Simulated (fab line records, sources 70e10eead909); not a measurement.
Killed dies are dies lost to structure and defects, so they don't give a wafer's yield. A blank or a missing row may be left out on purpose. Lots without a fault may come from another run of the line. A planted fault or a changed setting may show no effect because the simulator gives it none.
Which tool did it? | flow nand_harc | 14 lots, 42 wafers sampled, at 5 steps of a route of 1159

WHAT THE GAUGES READ, wafer by wafer
NHARC_P_BONDPAD_INSPECT_23.
lot  | measured     | on                | raw_defect_count
L257 | day 6 21:46  | defect_inspect-02 | 524 229 281
L259 | day 7 01:12  | defect_inspect-01 | 311 203 364
L260 | day 7 06:20  | defect_inspect-02 | 280 274 430
L261 | day 7 15:20  | defect_inspect-01 | 228 225 319
L262 | day 7 16:10  | defect_inspect-02 | 195 313 223
L264 | day 7 23:05  | defect_inspect-01 | 271 279 254
L268 | day 8 22:34  | defect_inspect-02 | 414 332 262
L269 | day 9 17:00  | defect_inspect-01 | 293 266 315
L270 | day 9 17:27  | defect_inspect-01 | 267 402 389
L273 | day 10 11:03 | defect_inspect-02 | 320 363 337
L276 | day 11 08:20 | defect_inspect-01 | 156 162 319
L277 | day 11 10:44 | defect_inspect-01 | 291 234 294
L279 | day 11 22:40 | defect_inspect-02 | 186 522 245
L280 | day 12 15:58 | defect_inspect-01 | 211 413 268

NHARC_A_ONON_D1_THK_MEAS_02: measures by ellipsometry.
lot  | measured     | on            | thk_nm (nm)
L257 | day 8 01:41  | film_metro-02 | 1003 1004 1005
L259 | day 8 01:41  | film_metro-01 | 995 992 996
L260 | day 8 06:07  | film_metro-01 | 1000 1001 1000
L261 | day 8 15:44  | film_metro-01 | 998 999 997
L262 | day 8 15:50  | film_metro-01 | 996 997 998
L264 | day 8 23:04  | film_metro-02 | 997 997 998
L268 | day 9 20:16  | film_metro-02 | 1025 1024 1025
L269 | day 10 20:56 | film_metro-02 | 1350 1351 1350
L270 | day 10 20:58 | film_metro-02 | 997 996 995
L273 | day 11 10:32 | film_metro-02 | 1346 1349 1347
L276 | day 12 06:19 | film_metro-01 | 1008 1006 1009
L277 | day 12 06:40 | film_metro-01 | 992 993 992
L279 | day 13 00:42 | film_metro-02 | 1000 999 1001
L280 | day 13 18:35 | film_metro-02 | 988 988 986

NHARC_END_SORT_01.
lot  | measured     | on        | killed_at_array | killed_at_other | killed_at_periphery | killed_dies | killed_open | killed_short
L269 | day 22 09:09 | prober-02 | 672 677 676     | 1 0 0           | 4 0 1               | 677 677 677 | 6 3 3       | 3 2 2
L273 | day 23 14:38 | prober-02 | 671 674 672     | 0 0 1           | 6 3 4               | 677 677 677 | 10 1 6      | 3 2 3

WHICH TOOL RAN EACH LOT (tool, then ch and the chambers of the sampled wafers, then the start)
lot  | NHARC_P_BONDPAD_STRIP_15           | NHARC_A_ONON_D1_DEP_00
L257 | rie_diel-12 ch 0,1,2, day 6 19:37  | pecvd_onon-03 ch 0, day 8 01:11
L259 | rie_diel-05 ch 1,2, day 6 23:00    | pecvd_onon-02 ch 0, day 8 01:11
L260 | rie_diel-12 ch 2,3, day 7 04:10    | pecvd_onon-04 ch 0, day 8 05:37
L261 | rie_diel-05 ch 1,2,3, day 7 13:10  | pecvd_onon-03 ch 0, day 8 15:13
L262 | rie_diel-05 ch 0,2, day 7 13:59    | pecvd_onon-02 ch 0, day 8 15:19
L264 | rie_diel-12 ch 0,2,3, day 7 20:56  | pecvd_onon-04 ch 0, day 8 22:34
L268 | rie_diel-12 ch 0,2,3, day 8 20:23  | pecvd_onon-04 ch 0, day 9 19:49
L269 | rie_diel-06 ch 0,1,3, day 9 14:42  | pecvd_onon-04 ch 0, day 10 20:29
L270 | rie_diel-06 ch 0,3, day 9 15:17    | pecvd_onon-02 ch 0, day 10 20:29
L273 | rie_diel-12 ch 1,2,3, day 10 08:54 | pecvd_onon-04 ch 0, day 11 10:00
L276 | rie_diel-12 ch 1,2,3, day 11 06:07 | pecvd_onon-02 ch 0, day 12 05:48
L277 | rie_diel-05 ch 0,2,3, day 11 08:28 | pecvd_onon-03 ch 0, day 12 06:12
L279 | rie_diel-12 ch 0,1,3, day 11 20:30 | pecvd_onon-03 ch 0, day 13 00:21
L280 | rie_diel-12 ch 1,2,3, day 12 13:50 | pecvd_onon-02 ch 0, day 13 18:07
- NHARC_P_BONDPAD_STRIP_15: strips in O2.
- NHARC_A_ONON_D1_DEP_00: target thk 1000 nm.

WHAT THE TOOLS THEMSELVES READ (means of the sampled wafers that have a number; where no wafer has one, the mark that the record gives instead)
NHARC_P_BONDPAD_STRIP_15.
lot  | tool        | drypump_motor_current_A (A) | o2_flow_sccm (sccm) | oes_product_au (a.u.) | rf_vpp_V (V) | showerhead_plenum_p_Torr (Torr) | throttle_valve_pct (%)
L257 | rie_diel-12 | 5.9                         | 499.1               | 0.999                 | 57.9         | 3.53                            | 17.040
L259 | rie_diel-05 | 5.8                         | 499.1               | 1.006                 | 57.3         | 3.49                            | 17.034
L260 | rie_diel-12 | 6.1                         | 499.0               | 0.984                 | 58.6         | 3.66                            | 17.034
L261 | rie_diel-05 | 5.9                         | 499.5               | 1.002                 | 57.8         | 3.50                            | 17.034
L262 | rie_diel-05 | 6.4                         | 501.4               | 1.009                 | 57.0         | 3.62                            | 17.038
L264 | rie_diel-12 | 6.2                         | 499.6               | 0.987                 | 57.8         | 3.56                            | 17.031
L268 | rie_diel-12 | 6.1                         | 500.7               | 0.997                 | 58.1         | 3.56                            | 17.032
L269 | rie_diel-06 | 6.0                         | 501.2               | 1.011                 | 57.8         | 3.58                            | 17.024
L270 | rie_diel-06 | 6.2                         | 500.3               | 1.007                 | 57.9         | 3.61                            | 17.040
L273 | rie_diel-12 | 5.8                         | 499.8               | 1.004                 | 57.9         | 3.58                            | 17.038
L276 | rie_diel-12 | 5.8                         | 501.4               | 0.996                 | 58.4         | 3.58                            | 17.034
L277 | rie_diel-05 | 6.1                         | 499.3               | 0.987                 | 58.4         | 3.52                            | 17.039
L279 | rie_diel-12 | 5.8                         | 501.4               | 0.996                 | 57.8         | 3.49                            | 17.037
L280 | rie_diel-12 | 5.8                         | 498.5               | 0.999                 | 58.0         | 3.58                            | 17.035

THE ANSWER, worked out from the rows above alone
Rule: what is usual is taken from the lots themselves. Put in order of their means at a reading, lots are off if they are a third of the lots or fewer, leave a main group of 4 or more, and stand apart from it by a gap of 3 or more times the standard deviation of the main group's means; of several such gaps the widest counts. A main group whose means are all the same, to the digits that the tables above print for the reading, isn't used. A lot without any number at a reading at which 4 lots or more have one is off too. The other lots that the step has rows for count as sound. The gauges are gone through in route order, then the tools' own readings, and for those a lot's mean is taken as printed above. The first step at which some lot is off is used, and at that step the reading that is off furthest; a lot without a number counts as furthest.
Off: L269, L273, at NHARC_A_ONON_D1_THK_MEAS_02 (thk_nm). The main group: mean 1000 nm, standard deviation 9.
A tool fits if, at a process step before that reading, it ran every lot that is off, and no sound lot after the first of them. The gauges at NHARC_A_ONON_D1_THK_MEAS_02 are tried like those tools. One fits: pecvd_onon-04 at NHARC_A_ONON_D1_DEP_00. Its last sound lot is L268 (day 9 19:49), its first lot that is off L269 (day 10 20:29): a fault that began between those two fits.

WHAT THE SIMULATOR HAD PUT IN
Process parameter drift: pecvd_onon-04, from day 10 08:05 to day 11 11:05, at NHARC_A_ONON_D1_DEP_00. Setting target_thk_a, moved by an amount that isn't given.
Lots struck among those shown: L269, L273. The rule above found the same.
